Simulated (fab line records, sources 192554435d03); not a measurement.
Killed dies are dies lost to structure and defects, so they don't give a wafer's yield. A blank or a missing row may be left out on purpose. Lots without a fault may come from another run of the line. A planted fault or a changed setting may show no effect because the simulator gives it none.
Split-lot experiment | flow n5_finfet | 7 lots, 21 wafers read, on a route of 1938 steps

THE SPLIT
At N5_HKMG_FIN_ETCH_32 (etches SOC in N2/H2, target depth 240 nm, time 300 s), the setting bias_w was moved away from the recipe's 150 W on 5 of the 21 wafers read, by -11.0% to +9.0%. The other wafers ran this setting at the recipe's value.

The reading is taken at the split's own step.

THE READING
rf_vpp_V, in V, at N5_HKMG_FIN_ETCH_32 (etches SOC in N2/H2, target depth 240 nm, time 300 s). Fault-free wafers of this fab line usually give 523 V, standard deviation 3.4 V.

wafer  | tool, chamber at the split | bias_w as run, W | against the recipe | rf_vpp_V, V | against lot-mates on the recipe
L077.2 | rie_diel-03, 0             | 150              | recipe             | 519         | -
L077.3 | rie_diel-03, 2             | 150              | recipe             | 525         | -
L077.4 | rie_diel-03, 3             | 150              | recipe             | 527         | -
L080.2 | rie_diel-03, 1             | 150              | recipe             | 527         | -
L080.4 | rie_diel-03, 0             | 150              | recipe             | 519         | -
L080.5 | rie_diel-03, 0             | 150              | recipe             | 519         | -
L084.1 | rie_diel-05, 3             | 137.7            | -8.2%              | 500         | -21
L084.2 | rie_diel-05, 2             | 150              | recipe             | 517         | -
L084.4 | rie_diel-05, 1             | 150              | recipe             | 525         | -
L085.2 | rie_diel-03, 2             | 150              | recipe             | 525         | -
L085.4 | rie_diel-03, 1             | 150              | recipe             | 526         | -
L085.5 | rie_diel-03, 2             | 163.5            | +9.0%              | 553         | +28
L087.2 | rie_diel-05, 1             | 150              | recipe             | 525         | -
L087.3 | rie_diel-05, 2             | 140.8            | -6.1%              | 498         | -24
L087.5 | rie_diel-05, 2             | 150              | recipe             | 518         | -
L090.2 | rie_diel-04, 3             | 150              | recipe             | 524         | -
L090.3 | rie_diel-04, 1             | 150              | recipe             | 522         | -
L090.5 | rie_diel-04, 0             | 150              | recipe             | 527         | -
L091.1 | rie_diel-03, 3             | 150              | recipe             | 524         | -
L091.4 | rie_diel-03, 0             | 133.5            | -11.0%             | 480         | -44
L091.6 | rie_diel-03, 0             | 133.5            | -11.0%             | 481         | -43

THE FIT
A straight line over all 21 wafers: rf_vpp_V changes by +3.6 V for each +1% of bias_w; r = +0.98; the points scatter about the line by 3.7 V.
The same after taking each lot's own level away (the mean of its wafers on the recipe; 21 wafers): +3.53 V for each +1%; r = +0.97; scatter 3.8 V.
On that fit, the largest move of bias_w shifts the reading by 39 V.
The lots' own levels span 521.0 to 525.5 V, that is 1.3 times the standard deviation above.
So the lot-to-lot level changes the slope little: the two slopes agree.
Check: with one of the wafers moved furthest among these (-11.0%) left out of the fit, the line predicts -37.3 V for it against its lot-mates. It came out at -44 V against them.
Tool readings at the split's step, against how far the setting was moved: rf_vpp_V r = +0.98.

OTHER SPLITS ON THESE WAFERS
These wafers also went through other splits before the reading. Each is held against what the fit with the lots' levels taken away leaves over:
other split on the same wafers | wafers away from the commonest value | r with rf_vpp_V (lot level and that fit taken away)
N5_SD_EPI_P_EPI_21 time_s      | 4                                    | -0.11
N5_SDB_ALD_29 ald_cycles       | 2                                    | +0.29
N5_SDB_CMP_30 platen_rpm       | 8                                    | +0.28
N5_HKMG_FIN_COAT_06 spin_rpm   | 7                                    | +0.06

THE FILE'S OWN FIT
rf_vpp_V changes by +3.39 V for each +1% of bias_w, r = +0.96.
